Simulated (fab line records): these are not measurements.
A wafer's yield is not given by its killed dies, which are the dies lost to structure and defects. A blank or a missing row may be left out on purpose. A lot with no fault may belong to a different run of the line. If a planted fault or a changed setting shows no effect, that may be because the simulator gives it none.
Lot-split experiment / flow n5Finfet / 21 wafers read from 7 lots, route of 1938 steps

== THE SPLIT ITSELF ==
At N5_HKMG_FIN_COAT_06 (resist thk 90 nm), the setting spinRpm was moved away from the recipe's 1500 rpm on 7 of the 21 wafers read, by -9.1% to +10.5%. The other wafers ran this setting at the recipe's value.

== FROM THE SPLIT TO THE READING: what the file shows between them, 3 steps ==
- N5_HKMG_FIN_EBR_08
- N5_HKMG_FIN_SOFTBAKE_07: time 60 s
- N5_HKMG_FIN_DESCUM_17: chemistry O2, time 7.9 s

== THE READING ==
CAR-ArF_of_HKMG_FIN_COAT_06.thkNm (the simulator's own value, which no gauge read), in nm, at N5_HKMG_FIN_ETCH_31 (etches SiARC in CF4, target depth 45.5 nm, time 75.8 s). There is no usual value for it anywhere in the file. Across the 14 wafers here that went through the recipe, the average is 50.8 nm and the standard deviation 1 nm.

wafer=L077.1; tool, chamber at the split=lithoTrack-04, 0; spinRpm as run, rpm=1383; against the recipe=-7.8%; CAR-ArF_of_HKMG_FIN_COAT_06.thkNm, nm=55; against lot-mates on the recipe=+3.8
wafer=L077.3; tool, chamber at the split=lithoTrack-04, 0; spinRpm as run, rpm=1500; against the recipe=recipe; CAR-ArF_of_HKMG_FIN_COAT_06.thkNm, nm=51.2; against lot-mates on the recipe=-
wafer=L077.4; tool, chamber at the split=lithoTrack-04, 0; spinRpm as run, rpm=1383; against the recipe=-7.8%; CAR-ArF_of_HKMG_FIN_COAT_06.thkNm, nm=54.8; against lot-mates on the recipe=+3.6
wafer=L080.1; tool, chamber at the split=lithoTrack-02, 0; spinRpm as run, rpm=1500; against the recipe=recipe; CAR-ArF_of_HKMG_FIN_COAT_06.thkNm, nm=51; against lot-mates on the recipe=-
wafer=L080.3; tool, chamber at the split=lithoTrack-02, 0; spinRpm as run, rpm=1597; against the recipe=+6.5%; CAR-ArF_of_HKMG_FIN_COAT_06.thkNm, nm=48; against lot-mates on the recipe=-2.8
wafer=L080.4; tool, chamber at the split=lithoTrack-02, 0; spinRpm as run, rpm=1500; against the recipe=recipe; CAR-ArF_of_HKMG_FIN_COAT_06.thkNm, nm=50.6; against lot-mates on the recipe=-
wafer=L082.1; tool, chamber at the split=lithoTrack-02, 0; spinRpm as run, rpm=1500; against the recipe=recipe; CAR-ArF_of_HKMG_FIN_COAT_06.thkNm, nm=52.6; against lot-mates on the recipe=-
wafer=L082.4; tool, chamber at the split=lithoTrack-02, 0; spinRpm as run, rpm=1500; against the recipe=recipe; CAR-ArF_of_HKMG_FIN_COAT_06.thkNm, nm=52.6; against lot-mates on the recipe=-
wafer=L082.6; tool, chamber at the split=lithoTrack-02, 0; spinRpm as run, rpm=1500; against the recipe=recipe; CAR-ArF_of_HKMG_FIN_COAT_06.thkNm, nm=51; against lot-mates on the recipe=-
wafer=L086.2; tool, chamber at the split=lithoTrack-05, 0; spinRpm as run, rpm=1500; against the recipe=recipe; CAR-ArF_of_HKMG_FIN_COAT_06.thkNm, nm=51; against lot-mates on the recipe=-
wafer=L086.4; tool, chamber at the split=lithoTrack-05, 0; spinRpm as run, rpm=1500; against the recipe=recipe; CAR-ArF_of_HKMG_FIN_COAT_06.thkNm, nm=49; against lot-mates on the recipe=-
wafer=L086.6; tool, chamber at the split=lithoTrack-05, 0; spinRpm as run, rpm=1500; against the recipe=recipe; CAR-ArF_of_HKMG_FIN_COAT_06.thkNm, nm=48.8; against lot-mates on the recipe=-
wafer=L091.1; tool, chamber at the split=lithoTrack-04, 0; spinRpm as run, rpm=1500; against the recipe=recipe; CAR-ArF_of_HKMG_FIN_COAT_06.thkNm, nm=50.6; against lot-mates on the recipe=-
wafer=L091.2; tool, chamber at the split=lithoTrack-04, 0; spinRpm as run, rpm=1500; against the recipe=recipe; CAR-ArF_of_HKMG_FIN_COAT_06.thkNm, nm=50.8; against lot-mates on the recipe=-
wafer=L091.3; tool, chamber at the split=lithoTrack-04, 0; spinRpm as run, rpm=1500; against the recipe=recipe; CAR-ArF_of_HKMG_FIN_COAT_06.thkNm, nm=51; against lot-mates on the recipe=-
wafer=L094.3; tool, chamber at the split=lithoTrack-04, 0; spinRpm as run, rpm=1658; against the recipe=+10.5%; CAR-ArF_of_HKMG_FIN_COAT_06.thkNm, nm=46.2; against lot-mates on the recipe=-4.2
wafer=L094.5; tool, chamber at the split=lithoTrack-04, 0; spinRpm as run, rpm=1658; against the recipe=+10.5%; CAR-ArF_of_HKMG_FIN_COAT_06.thkNm, nm=47.4; against lot-mates on the recipe=-3.0
wafer=L094.6; tool, chamber at the split=lithoTrack-04, 0; spinRpm as run, rpm=1500; against the recipe=recipe; CAR-ArF_of_HKMG_FIN_COAT_06.thkNm, nm=50.4; against lot-mates on the recipe=-
wafer=L095.2; tool, chamber at the split=lithoTrack-05, 0; spinRpm as run, rpm=1364; against the recipe=-9.1%; CAR-ArF_of_HKMG_FIN_COAT_06.thkNm, nm=54.8; against lot-mates on the recipe=+4.6
wafer=L095.3; tool, chamber at the split=lithoTrack-05, 0; spinRpm as run, rpm=1500; against the recipe=recipe; CAR-ArF_of_HKMG_FIN_COAT_06.thkNm, nm=50.2; against lot-mates on the recipe=-
wafer=L095.6; tool, chamber at the split=lithoTrack-05, 0; spinRpm as run, rpm=1364; against the recipe=-9.1%; CAR-ArF_of_HKMG_FIN_COAT_06.thkNm, nm=55.2; against lot-mates on the recipe=+5.0

THE FIT
A straight line over all 21 wafers: CAR-ArF_of_HKMG_FIN_COAT_06.thkNm changes by -0.44 nm for each +1% of spinRpm; r = -0.93; the points scatter about the line by 0.94 nm.
The same after taking each lot's own level away (the mean of its wafers on the recipe; 21 wafers): -0.432 nm for each +1%; r = -0.96; scatter 0.66 nm.
The reading moves by 4.5 nm for the largest change in spinRpm, on that fit.
Across the lots, their own levels run from 49.60 to 52.07 nm, a range of 2.4 times the standard deviation given above.
The two slopes agree, so the slope changes little with the lot-to-lot level.
Check: with one of the wafers moved furthest among these (+10.5%) left out of the fit, the line predicts -4.39 nm for it against its lot-mates. Against them it came out at -4.2 nm.

== THE WHOLE CHAIN: every reading that the file lists as answering this split, in the file's order ==
step=N5_HKMG_FIN_COAT_06; what it does=resist thk 90 nm; reading=CAR-ArF_of_HKMG_FIN_COAT_06.thkNm (the simulator's own value, which no gauge read); change (the file's fit)=-0.446 nm for each +1% of the setting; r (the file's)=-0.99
step=N5_HKMG_FIN_ETCH_31; what it does=etches SiARC in CF4, target depth 45.5 nm, time 75.8 s; reading=CAR-ArF_of_HKMG_FIN_COAT_06.thkNm (the simulator's own value, which no gauge read); change (the file's fit)=-0.434 nm for each +1% of the setting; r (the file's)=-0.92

== FILE'S OWN FIT ==
CAR-ArF_of_HKMG_FIN_COAT_06.thkNm changes by -0.434 nm for each +1% of spinRpm, r = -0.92.
